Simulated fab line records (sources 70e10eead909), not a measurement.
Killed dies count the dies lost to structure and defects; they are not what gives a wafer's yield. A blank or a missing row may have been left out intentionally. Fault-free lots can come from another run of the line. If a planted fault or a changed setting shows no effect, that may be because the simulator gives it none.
What tool caused it? / flow nandHarc / 39 wafers from 13 lots sampled at 5 of the route's 1302 steps

WHAT THE GAUGES READ, wafer by wafer
NHARC_THIN_TSV_CD_MEAS_33: target cd 5000 nm. Usual: cdNm 5000.1 nm, standard deviation 2.
lot=L739; measured=day 23 22:23; on=cdSem-02; cdNm (nm)=4998.6 4999.2 5002.1; flag=
lot=L740; measured=day 23 23:27; on=cdSem-01; cdNm (nm)=5001.0 5001.0 5001.2; flag=
lot=L741; measured=day 24 15:40; on=cdSem-03; cdNm (nm)=5000.2 4999.3 4999.1; flag=
lot=L742; measured=day 25 03:02; on=cdSem-03; cdNm (nm)=4998.8 4998.2 5002.1; flag=
lot=L745; measured=day 25 17:39; on=cdSem-02; cdNm (nm)=4998.9 4997.9 5001.2; flag=
lot=L744; measured=day 25 18:43; on=cdSem-03; cdNm (nm)=4997.3 4994.8 4999.6; flag=
lot=L747; measured=day 27 16:30; on=cdSem-01; cdNm (nm)=5000.9 4998.3 5002.3; flag=
lot=L750; measured=day 28 01:34; on=cdSem-02; cdNm (nm)=5005.3 5001.5 5002.9; flag=
lot=L749; measured=day 28 02:46; on=cdSem-01; cdNm (nm)=4999.1 5001.2 5001.8; flag=
lot=L751; measured=day 28 21:22; on=cdSem-03; cdNm (nm)=4997.8 4999.9 4998.4; flag=
lot=L752; measured=day 28 22:37; on=cdSem-01; cdNm (nm)=4999.2 5002.4 4998.3; flag=
lot=L755; measured=day 31 03:22; on=cdSem-03; cdNm (nm)=5001.0 4997.9 4999.5; flag=
lot=L757; measured=day 31 22:50; on=cdSem-01; cdNm (nm)=4999.6 4999.5 5000.5; flag=

NHARC_END_SORT_01. Usual: defectLimitedYield 92.0 %, standard deviation 2.8; killedAtArray 49, standard deviation 18; killedAtOther 0.7, standard deviation 1.1; killedAtPeriphery 4.0, standard deviation 2.6; killedDies 54, standard deviation 19; killedOpen 3.4, standard deviation 1.7; killedShort 2.5, standard deviation 1.7; sort_bin_2_pct 2.8 %, standard deviation 1.2; sort_bin_3_pct 0.6 %, standard deviation 0.4; sort_bin_4_pct 4.5 %, standard deviation 1.5; sortNPass 623, standard deviation 19; sortRimYieldPct 89 %, standard deviation 4.8; sortYieldPct 92.0 %, standard deviation 2.8.
lot=L739; measured=day 24 08:58; on=prober-01; defectLimitedYield (%)=92.8 90.8 93.2; killedAtArray=45 59 41; killedAtOther=1 2 0; killedAtPeriphery=3 1 5; killedDies=49 62 46; killedOpen=3 2 5; killedShort=1 4 0; sort_bin_2_pct (%)=2.5 3.4 2.7; sort_bin_3_pct (%)=0.6 0.4 0.1; sort_bin_4_pct (%)=4.1 5.3 4.0; sortNPass=628 615 631; sortRimYieldPct (%)=86 92 86; sortYieldPct (%)=92.8 90.8 93.2; flag=
lot=L740; measured=day 24 07:23; on=prober-02; defectLimitedYield (%)=94.5 92.2 91.7; killedAtArray=30 49 46; killedAtOther=1 0 1; killedAtPeriphery=6 4 9; killedDies=37 53 56; killedOpen=2 4 4; killedShort=5 4 2; sort_bin_2_pct (%)=1.9 2.7 3.1; sort_bin_3_pct (%)=0.4 0.6 0.4; sort_bin_4_pct (%)=3.1 4.6 4.7; sortNPass=640 624 621; sortRimYieldPct (%)=89 91 93; sortYieldPct (%)=94.5 92.2 91.7; flag=
lot=L741; measured=day 25 01:35; on=prober-01; defectLimitedYield (%)=92.6 93.4 92.5; killedAtArray=50 44 49; killedAtOther=0 0 0; killedAtPeriphery=0 1 2; killedDies=50 45 51; killedOpen=1 5 2; killedShort=1 3 1; sort_bin_2_pct (%)=2.8 2.2 1.9; sort_bin_3_pct (%)=0.1 0.4 0.6; sort_bin_4_pct (%)=4.4 4.0 5.0; sortNPass=627 632 626; sortRimYieldPct (%)=92 94 88; sortYieldPct (%)=92.6 93.4 92.5; flag=
lot=L742; measured=day 25 14:17; on=prober-01; defectLimitedYield (%)=92.9 92.8 93.6; killedAtArray=46 46 39; killedAtOther=2 0 1; killedAtPeriphery=0 3 3; killedDies=48 49 43; killedOpen=3 8 3; killedShort=2 1 6; sort_bin_2_pct (%)=3.0 1.6 1.8; sort_bin_3_pct (%)=0.6 0.9 0.6; sort_bin_4_pct (%)=3.5 4.7 4.0; sortNPass=629 628 634; sortRimYieldPct (%)=92 90 91; sortYieldPct (%)=92.9 92.8 93.6; flag=
lot=L745; measured=day 26 04:15; on=prober-02; defectLimitedYield (%)=92.3 91.0 90.1; killedAtArray=52 58 63; killedAtOther=0 0 0; killedAtPeriphery=0 3 4; killedDies=52 61 67; killedOpen=8 6 2; killedShort=4 1 1; sort_bin_2_pct (%)=2.4 3.4 4.9; sort_bin_3_pct (%)=0.7 1.0 1.0; sort_bin_4_pct (%)=4.6 4.6 4.0; sortNPass=625 616 610; sortRimYieldPct (%)=83 86 85; sortYieldPct (%)=92.3 91.0 90.1; flag=
lot=L744; measured=day 26 03:28; on=prober-01; defectLimitedYield (%)=95.4 91.9 96.5; killedAtArray=29 52 22; killedAtOther=0 1 2; killedAtPeriphery=2 2 0; killedDies=31 55 24; killedOpen=2 1 0; killedShort=0 2 0; sort_bin_2_pct (%)=1.8 2.1 0.9; sort_bin_3_pct (%)=0.1 0.7 0.3; sort_bin_4_pct (%)=2.7 5.3 2.4; sortNPass=646 622 653; sortRimYieldPct (%)=92 96 92; sortYieldPct (%)=95.4 91.9 96.5; flag=
lot=L747; measured=day 28 02:23; on=prober-02; defectLimitedYield (%)=91.1 92.0 88.0; killedAtArray=53 48 74; killedAtOther=2 2 0; killedAtPeriphery=5 4 7; killedDies=60 54 81; killedOpen=5 3 6; killedShort=3 2 2; sort_bin_2_pct (%)=3.0 3.2 3.7; sort_bin_3_pct (%)=0.4 0.1 0.4; sort_bin_4_pct (%)=5.5 4.6 7.8; sortNPass=617 623 596; sortRimYieldPct (%)=84 86 83; sortYieldPct (%)=91.1 92.0 88.0; flag=
lot=L750; measured=day 28 12:16; on=prober-01; defectLimitedYield (%)=89.7 86.1 89.2; killedAtArray=64 90 66; killedAtOther=0 0 1; killedAtPeriphery=6 4 6; killedDies=70 94 73; killedOpen=2 4 4; killedShort=0 2 1; sort_bin_2_pct (%)=4.6 5.2 4.4; sort_bin_3_pct (%)=0.6 1.0 1.2; sort_bin_4_pct (%)=5.2 7.7 5.2; sortNPass=607 583 604; sortRimYieldPct (%)=87 80 86; sortYieldPct (%)=89.7 86.1 89.2; flag=
lot=L749; measured=day 28 10:43; on=prober-02; defectLimitedYield (%)=95.1 93.9 95.9; killedAtArray=32 36 24; killedAtOther=0 3 2; killedAtPeriphery=1 2 2; killedDies=33 41 28; killedOpen=1 3 6; killedShort=3 2 4; sort_bin_2_pct (%)=1.0 2.4 1.6; sort_bin_3_pct (%)=0 0 0.4; sort_bin_4_pct (%)=3.8 3.7 2.1; sortNPass=644 636 649; sortRimYieldPct (%)=98 92 95; sortYieldPct (%)=95.1 93.9 95.9; flag=
lot=L751; measured=day 29 07:04; on=prober-02; defectLimitedYield (%)=93.6 95.7 94.4; killedAtArray=39 25 31; killedAtOther=0 0 0; killedAtPeriphery=4 4 7; killedDies=43 29 38; killedOpen=4 4 3; killedShort=6 1 5; sort_bin_2_pct (%)=3.4 1.2 1.8; sort_bin_3_pct (%)=0.4 0.3 0.4; sort_bin_4_pct (%)=2.5 2.8 3.4; sortNPass=634 648 639; sortRimYieldPct (%)=92 93 94; sortYieldPct (%)=93.6 95.7 94.4; flag=
lot=L752; measured=day 29 07:48; on=prober-01; defectLimitedYield (%)=88.5 86.4 88.8; killedAtArray=68 80 69; killedAtOther=4 0 0; killedAtPeriphery=6 12 7; killedDies=78 92 76; killedOpen=1 5 7; killedShort=3 2 0; sort_bin_2_pct (%)=3.7 4.6 4.0; sort_bin_3_pct (%)=1.3 1.3 0.4; sort_bin_4_pct (%)=6.5 7.7 6.8; sortNPass=599 585 601; sortRimYieldPct (%)=80 86 77; sortYieldPct (%)=88.5 86.4 88.8; flag=
lot=L755; measured=day 31 15:04; on=prober-02; defectLimitedYield (%)=95.9 96.8 95.0; killedAtArray=24 19 29; killedAtOther=2 0 0; killedAtPeriphery=2 3 5; killedDies=28 22 34; killedOpen=5 3 4; killedShort=2 1 2; sort_bin_2_pct (%)=0.7 0.9 1.3; sort_bin_3_pct (%)=0.1 0 0.3; sort_bin_4_pct (%)=3.2 2.4 3.4; sortNPass=649 655 643; sortRimYieldPct (%)=94 92 97; sortYieldPct (%)=95.9 96.8 95.0; flag=
lot=L757; measured=day 32 08:43; on=prober-01; defectLimitedYield (%)=90.4 87.7 0; killedAtArray=63 76 78; killedAtOther=0 0 595; killedAtPeriphery=2 7 4; killedDies=65 83 677; killedOpen=2 2 4; killedShort=1 1 0; sort_bin_2_pct (%)=3.2 3.5 93.6; sort_bin_3_pct (%)=1.2 1.3 0.7; sort_bin_4_pct (%)=5.2 7.4 5.6; sortNPass=612 594 0; sortRimYieldPct (%)=84 86 0; sortYieldPct (%)=90.4 87.7 0; flag=OFF

WHICH TOOL RAN EACH LOT (tool, then ch and the chambers of the sampled wafers, then the start)
lot=L739; NHARC_THIN_TSV_DEP_43=pecvd-03 ch 0,1,2, day 23 15:41; NHARC_THIN_TSV_PVD_51=pvdSputter-02, day 23 21:13 or earlier; NHARC_THIN_TSV_DEGAS_53=pvdSputter-03, day 23 21:13
lot=L740; NHARC_THIN_TSV_DEP_43=pecvd-03 ch 0,2, day 23 16:50; NHARC_THIN_TSV_PVD_51=pvdSputter-02, day 23 22:19 or earlier; NHARC_THIN_TSV_DEGAS_53=pvdSputter-02, day 23 22:19
lot=L741; NHARC_THIN_TSV_DEP_43=pecvd-03 ch 0,1, day 24 08:57; NHARC_THIN_TSV_PVD_51=pvdSputter-03, day 24 14:31 or earlier; NHARC_THIN_TSV_DEGAS_53=pvdSputter-02, day 24 14:31
lot=L742; NHARC_THIN_TSV_DEP_43=pecvd-04 ch 0,1,2, day 24 20:27; NHARC_THIN_TSV_PVD_51=pvdSputter-03, day 25 02:04 or earlier; NHARC_THIN_TSV_DEGAS_53=pvdSputter-03, day 25 02:04
lot=L745; NHARC_THIN_TSV_DEP_43=pecvd-02 ch 1,2, day 25 11:00; NHARC_THIN_TSV_PVD_51=pvdSputter-01, day 25 16:32 or earlier; NHARC_THIN_TSV_DEGAS_53=pvdSputter-02, day 25 16:32
lot=L744; NHARC_THIN_TSV_DEP_43=pecvd-03 ch 0,2, day 25 12:02; NHARC_THIN_TSV_PVD_51=pvdSputter-01, day 25 17:35 or earlier; NHARC_THIN_TSV_DEGAS_53=pvdSputter-02, day 25 17:35
lot=L747; NHARC_THIN_TSV_DEP_43=pecvd-02 ch 0,2, day 27 09:50; NHARC_THIN_TSV_PVD_51=pvdSputter-03, day 27 15:23 or earlier; NHARC_THIN_TSV_DEGAS_53=pvdSputter-01, day 27 15:23
lot=L750; NHARC_THIN_TSV_DEP_43=pecvd-02 ch 0,1, day 27 18:42; NHARC_THIN_TSV_PVD_51=pvdSputter-01, day 28 00:32 or earlier; NHARC_THIN_TSV_DEGAS_53=pvdSputter-02, day 28 00:32
lot=L749; NHARC_THIN_TSV_DEP_43=pecvd-02 ch 0,1,2, day 27 19:55; NHARC_THIN_TSV_PVD_51=pvdSputter-01, day 28 01:38 or earlier; NHARC_THIN_TSV_DEGAS_53=pvdSputter-02, day 28 01:38
lot=L751; NHARC_THIN_TSV_DEP_43=pecvd-04 ch 0,2, day 28 14:51; NHARC_THIN_TSV_PVD_51=pvdSputter-01, day 28 20:20 or earlier; NHARC_THIN_TSV_DEGAS_53=pvdSputter-02, day 28 20:20
lot=L752; NHARC_THIN_TSV_DEP_43=pecvd-04 ch 0,2, day 28 16:01; NHARC_THIN_TSV_PVD_51=pvdSputter-01, day 28 21:37 or earlier; NHARC_THIN_TSV_DEGAS_53=pvdSputter-01, day 28 21:37
lot=L755; NHARC_THIN_TSV_DEP_43=pecvd-04 ch 0,1, day 30 20:49; NHARC_THIN_TSV_PVD_51=pvdSputter-03, day 31 02:23 or earlier; NHARC_THIN_TSV_DEGAS_53=pvdSputter-02, day 31 02:23
lot=L757; NHARC_THIN_TSV_DEP_43=pecvd-02 ch 0,1,2, day 31 16:11; NHARC_THIN_TSV_PVD_51=pvdSputter-01, day 31 21:41 or earlier; NHARC_THIN_TSV_DEGAS_53=pvdSputter-03, day 31 21:41
- NHARC_THIN_TSV_DEP_43: deposits SiO2, target thk 1328.5 nm.
- NHARC_THIN_TSV_PVD_51: deposits Cu, target thk 100 nm.
- NHARC_THIN_TSV_DEGAS_53: time 60 s.

WHAT THE TOOLS THEMSELVES READ (means of the sampled wafers that have a number; where no wafer has one, the mark that the record gives instead)
NHARC_THIN_TSV_DEP_43. Usual: chamberPressureTorr 6.502 Torr, standard deviation 0.013; throttleValvePct 15.8 %, standard deviation 0.44.
lot=L739; tool=pecvd-03; chamberPressureTorr (Torr)=6.501; throttleValvePct (%)=15.8; flag=
lot=L740; tool=pecvd-03; chamberPressureTorr (Torr)=6.504; throttleValvePct (%)=16.1; flag=
lot=L741; tool=pecvd-03; chamberPressureTorr (Torr)=6.508; throttleValvePct (%)=15.2; flag=
lot=L742; tool=pecvd-04; chamberPressureTorr (Torr)=6.514; throttleValvePct (%)=15.8; flag=
lot=L745; tool=pecvd-02; chamberPressureTorr (Torr)=6.512; throttleValvePct (%)=16.4; flag=
lot=L744; tool=pecvd-03; chamberPressureTorr (Torr)=6.501; throttleValvePct (%)=15.7; flag=
lot=L747; tool=pecvd-02; chamberPressureTorr (Torr)=6.495; throttleValvePct (%)=16.3; flag=
lot=L750; tool=pecvd-02; chamberPressureTorr (Torr)=6.505; throttleValvePct (%)=15.8; flag=
lot=L749; tool=pecvd-02; chamberPressureTorr (Torr)=6.507; throttleValvePct (%)=16.2; flag=
lot=L751; tool=pecvd-04; chamberPressureTorr (Torr)=6.510; throttleValvePct (%)=15.5; flag=
lot=L752; tool=pecvd-04; chamberPressureTorr (Torr)=6.486; throttleValvePct (%)=15.6; flag=
lot=L755; tool=pecvd-04; chamberPressureTorr (Torr)=6.503; throttleValvePct (%)=15.6; flag=
lot=L757; tool=pecvd-02; chamberPressureTorr (Torr)=6.497; throttleValvePct (%)=16.3; flag=

NHARC_THIN_TSV_PVD_51. Usual: throttleValvePct 29.9 %, standard deviation 0.72.
lot=L739; tool=pvdSputter-02; throttleValvePct (%)=29.7; flag=
lot=L740; tool=pvdSputter-02; throttleValvePct (%)=30.6; flag=
lot=L741; tool=pvdSputter-03; throttleValvePct (%)=29.0; flag=
lot=L742; tool=pvdSputter-03; throttleValvePct (%)=29.9; flag=
lot=L745; tool=pvdSputter-01; throttleValvePct (%)=30.2; flag=
lot=L744; tool=pvdSputter-01; throttleValvePct (%)=29.9; flag=
lot=L747; tool=pvdSputter-03; throttleValvePct (%)=29.5; flag=
lot=L750; tool=pvdSputter-01; throttleValvePct (%)=30.0; flag=
lot=L749; tool=pvdSputter-01; throttleValvePct (%)=29.9; flag=
lot=L751; tool=pvdSputter-01; throttleValvePct (%)=29.8; flag=
lot=L752; tool=pvdSputter-01; throttleValvePct (%)=29.9; flag=
lot=L755; tool=pvdSputter-03; throttleValvePct (%)=29.2; flag=
lot=L757; tool=pvdSputter-01; throttleValvePct (%)=30.1; flag=

NHARC_THIN_TSV_DEGAS_53. Usual: heaterPowerW 464 W, standard deviation 47.
lot=L739; tool=pvdSputter-03; heaterPowerW (W)=446; flag=
lot=L740; tool=pvdSputter-02; heaterPowerW (W)=478; flag=
lot=L741; tool=pvdSputter-02; heaterPowerW (W)=498; flag=
lot=L742; tool=pvdSputter-03; heaterPowerW (W)=419; flag=
lot=L745; tool=pvdSputter-02; heaterPowerW (W)=483; flag=
lot=L744; tool=pvdSputter-02; heaterPowerW (W)=480; flag=
lot=L747; tool=pvdSputter-01; heaterPowerW (W)=424; flag=
lot=L750; tool=pvdSputter-02; heaterPowerW (W)=467; flag=
lot=L749; tool=pvdSputter-02; heaterPowerW (W)=484; flag=
lot=L751; tool=pvdSputter-02; heaterPowerW (W)=488; flag=
lot=L752; tool=pvdSputter-01; heaterPowerW (W)=441; flag=
lot=L755; tool=pvdSputter-02; heaterPowerW (W)=515; flag=
lot=L757; tool=pvdSputter-03; heaterPowerW (W)=442; flag=

THE ANSWER, worked out from the rows above alone
Rule: take the mean of a lot's wafers that have a number; if it is more than 3 standard deviations from the usual mean, the lot is off. Also off: a lot with no number at a reading for which 4 or more lots have one. Any other lot the step has rows for is counted as sound. First the gauges in route order, then the tools' own readings, where a lot's mean is used as printed above. The first step at which some lot is off is used, and at that step the reading that is off furthest; a lot without a number counts as furthest.
Off, at NHARC_END_SORT_01 on killedAtOther: L757.
If a tool, at a process step before that reading, ran all the lots that are off and no sound lot after the first of them, it fits. The gauges at NHARC_END_SORT_01 are tried like those tools. NHARC_THIN_TSV_PVD_51 gives no start for some lots, so the hours and the order of its lots are those of NHARC_THIN_TSV_DEGAS_53. Can't be told from this: 4 tools fit, pecvd-02 at NHARC_THIN_TSV_DEP_43, pvdSputter-01 at NHARC_THIN_TSV_PVD_51, pvdSputter-03 at NHARC_THIN_TSV_DEGAS_53, prober-01 at NHARC_END_SORT_01.

WHAT THE SIMULATOR HAD INSERTED
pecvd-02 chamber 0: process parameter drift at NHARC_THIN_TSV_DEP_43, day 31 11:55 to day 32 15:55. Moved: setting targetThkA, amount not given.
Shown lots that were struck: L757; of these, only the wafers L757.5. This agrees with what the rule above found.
